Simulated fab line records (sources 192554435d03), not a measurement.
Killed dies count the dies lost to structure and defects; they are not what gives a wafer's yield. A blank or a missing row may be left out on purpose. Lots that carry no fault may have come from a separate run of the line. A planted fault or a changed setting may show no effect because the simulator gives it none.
A lot that was struck, set against a sound lot + flow n5_finfet + 41 out of 1938 route steps
Sound: the wafers L467.2, L467.4, L467.6. Wafers struck: L458.2, L458.3, L458.5. At the end, the cause is stated.
At each step with rows: each side's tool, then ch and its chambers, then its first start. Under that, the readings that differ: sound wafers + struck wafers + difference of the means + sigmas: that difference in standard deviations of wafers without a fault.
alike: words and numbers the same on both sides, and readings whose means are apart by under 2 such deviations; not compared: readings that were withheld, readings missing a value for some wafer, numbers with overlapping values and no deviation given by the record, and bounds like >300 which may hide the same value.
A row with sigmas, a row that says differs or no value, or rows on one side alone: a step with any of these is where the two part. Numbers that don't overlap but have no deviation are shown without sigmas and don't part them. Lack of a reading on every wafer of one side parts them only where that side has two or more wafers.

first, 12 steps without rows for these wafers: N5_HKMG_FIN_STRIP_34 (strips in CF4); N5_HKMG_FIN_ETCH_35 (etches SOC in N2/H2, target depth 215.8 nm, time 243.4 s); N5_HKMG_FIN_STRIP_92 (strips SOC in N2/H2, time 20 s); N5_HKMG_FIN_WET_ETCH_18 (etches TiN in SC1, time 55 s, target depth 5.2 nm, rinse time 30 s); N5_HKMG_FIN_STRIP_19 (strips in N2/H2, time 360 s); N5_HKMG_FIN_ALD_91 (deposits TiN, target thk 1 nm, pulse time 1 s, purge time 3 s); N5_HKMG_FIN_COAT_85 (time 60 s, resist thk 300 nm); N5_HKMG_FIN_ETCH_86 (etches SOC in N2/H2, stops on TiN, target depth 393.2 nm); N5_HKMG_FIN_STRIP_89 (strips SOC in N2/H2, time 20 s); N5_HKMG_FIN_WET_ETCH_87 (etches TiN in SC1, time 154.2 s, target depth 4.7 nm, rinse time 30 s); N5_HKMG_FIN_STRIP_88 (strips in N2/H2, time 360 s); N5_HKMG_FIN_NWFM_ALD_20 (deposits TiAlC, target thk 2 nm, pulse time 3 s, purge time 2 s).
N5_HKMG_FIN_ALD_71: deposits TiN, target thk 1 nm, pulse time 1 s, purge time 3 s.
  sound on ald_metal-02 ch 0,1,2, day 10 05:53; struck on ald_metal-03 ch 0,1, day 7 21:07
  no value came back on the struck wafers for any of 5 readings (ald_cycles, chamber_pressure_Torr (Torr) and others); on the sound wafers ald_cycles reads 47 47 47
then, 26 steps without rows for these wafers: N5_HKMG_FIN_COAT_66 (time 60 s, resist thk 300 nm); N5_HKMG_FIN_ETCH_67 (etches SOC in N2/H2, stops on TiN, target depth 388.9 nm); N5_HKMG_FIN_STRIP_90 (strips SOC in N2/H2, time 20 s); N5_HKMG_FIN_WET_ETCH_73 (etches the open film in SC1, time 42.3 s, target depth 1.3 nm, rinse time 30 s); N5_HKMG_FIN_ETCHBACK_68 (etches the open film in Cl2/Ar, stops on HfO2, target depth 0.5 nm); N5_HKMG_FIN_STRIP_69 (strips in N2/H2, time 360 s); N5_HKMG_FIN_ALD_21 (deposits TiN, target thk 1.5 nm, pulse time 1 s, purge time 3 s); N5_HKMG_FIN_ALD_72 (deposits W, target thk 2 nm, pulse time 1 s, purge time 2 s); N5_HKMG_FIN_W_FILL_22 (material W, target thk 60 nm, time 18.2 s); N5_HKMG_FIN_PRECLEAN_83 (cleans in DIW, time 57.5 s); N5_HKMG_FIN_SRD_84 (dry time 32 s); N5_HKMG_FIN_CMP_23 (polishes, stops on SiNx, t overpolish 10 s, target thk 46.326 nm); N5_HKMG_FIN_CMP_94 (polishes, stops on SiNx, t overpolish 4.7 s, target thk 43.299 nm); N5_GATE_CUT_ETCHBACK_00 (etches W in SF6/Cl2); N5_GATE_CUT_ETCH_56 (etches TiN in Cl2/Ar, target depth 21.6 nm); N5_GATE_CUT_ETCHBACK_30 (etches TiN in Cl2/Ar, target depth 3 nm); N5_GATE_CUT_VAPOR_ETCH_60 (etches HfO2 in BCl3/Cl2); N5_GATE_CUT_ETCH_58 (etches SiNx in CH3F/O2, target depth 17 nm, time 128.6 s); N5_GATE_CUT_STRIP_59 (strips in N2/H2, time 20 s); N5_GATE_CUT_PRECLEAN_31 (cleans in DIW, time 300 s); N5_GATE_CUT_SRD_32 (time 30 s); N5_GATE_CUT_SAC_CAP_01 (material SiNx, target thk 24 nm, pulse time 1 s, ald cycles 480); N5_GATE_CUT_PECVD_57 (deposits SiNx from SiH4/NH3/N2, target thk 21 nm); N5_GATE_CUT_CMP_02 (polishes, stops on SiO2, t overpolish 12.7 s, target thk 0 nm); N5_GATE_CUT_HM_DEP_46 (deposits SiO2 from TEOS/O2, target thk 130 nm, time 26.6 s); N5_GATE_CUT_COAT_34 (time 60 s, resist thk 60 nm).
-- record jumps: 4 days separate the struck wafers' starts on either side; left off in module GATE_CUT, taken up again in module BEOL_M4, whose first shown step is the route's number 1111 --
N5_BEOL_M4_RC_MEAS_101:
  sound on prober-02 ch 0, day 14 06:38; struck on prober-01 ch 0, day 11 20:44
| reading             | sound                    | struck                    | difference | sigmas |
|---------------------|--------------------------|---------------------------|------------|--------|
| DIBL_N (mV/V)       | 33.7 32.7 32.1           | 36.5 34.8 38.1            | +3.6       | +3     |
| DIBL_P (mV/V)       | 33.3 31.1 30.5           | 36.6 33.9 38.5            | +4.7       | +3     |
| IOFF_N (nA/um)      | 0.112 0.097 0.093        | 0.031 0.024 0.035         | -0.071     | -3     |
| IOFF_N_85C (nA/um)  | 2.3 2.1 2.0              | 0.8 0.6 0.9               | -1.4       | -3     |
| IOFF_N_LIN (nA/um)  | 0.056 0.050 0.047        | 0.014 0.011 0.015         | -0.038     | -4     |
| IOFF_N_LONG (nA/um) | 5.4e-05 5.5e-05 5.4e-05  | 2.5e-05 2.6e-05 2.5e-05   | -2.9e-05   | -8     |
| IOFF_P (nA/um)      | 0.18 0.15 0.16           | 0.36 0.28 0.40            | +0.18      | +5     |
| IOFF_P_85C (nA/um)  | 3.3 2.8 2.8              | 5.6 4.6 6.3               | +2.5       | +5     |
| IOFF_P_LIN (nA/um)  | 0.094 0.082 0.083        | 0.164 0.139 0.179         | +0.074     | +6     |
| IOFF_P_LONG (nA/um) | 0.00011 0.000108 0.00011 | 0.00016 0.000158 0.000157 | +0.00005   | +5     |
| ION_N (uA/um)       | 669 661 651              | 566 552 568               | -98        | -10    |
| ION_P (uA/um)       | 470 459 457              | 482 476 478               | +17        | +2     |
| SS_N (mV/dec)       | 70.2 71.1 70.2           | 72.3 72.4 72.1            | +1.8       | +3     |
| VT_N (mV)           | 255 258 257              | 298 300 298               | +42        | +13    |
| VT_N_LONG (mV)      | 275.9 275.4 275.8        | 324.2 324.4 323.2         | +48.2      | +20    |
| VT_N_LVT (mV)       | 104 106 107              | 147 153 148               | +44        | +14    |
| VT_P (mV)           | -250 -252 -253           | -237 -240 -235            | +14        | +4     |
| VT_P_LONG (mV)      | -272 -274 -273           | -261 -262 -259            | +12        | +4     |
| VT_P_LVT (mV)       | -99 -102 -102            | -87 -90 -86               | +13        | +4     |
  alike: SS_P
-- the record jumps here: 4 days lie between the struck wafers' starts before and after (it left off in module BEOL_M4 and takes up again in module PASSIVATION, whose first step shown is number 1936 of the route) --
N5_PASSIVATION_PROBE_49:
  struck on prober-01, day 16 05:00; sound on prober-02, day 18 14:10
| reading              | sound          | struck            | difference | sigmas      |
|----------------------|----------------|-------------------|------------|-------------|
| sort_bin_8_speed (%) | 0 0 0          | 92.12 91.78 90.34 | +91.41     | +99 or more |
| sort_n_pass          | 1085 1105 1080 | 0 0 0             | -1090      | -68         |
| sort_yield_pct (%)   | 91.9 93.6 91.5 | 0 0 0             | -92        | -71         |
  alike: defect_limited_yield, killed_at_M0_to_M3, killed_at_M4_up, killed_at_contacts, killed_at_front_end, killed_at_other, killed_dies, killed_open, killed_short, sort_bin_5_function, sort_bin_6_memory
  not compared: sort_bin_4_leakage

WHERE THEY PART
Earliest at N5_HKMG_FIN_ALD_71; latest, in this record, at N5_PASSIVATION_PROBE_49.

WHY: what the simulator had put in
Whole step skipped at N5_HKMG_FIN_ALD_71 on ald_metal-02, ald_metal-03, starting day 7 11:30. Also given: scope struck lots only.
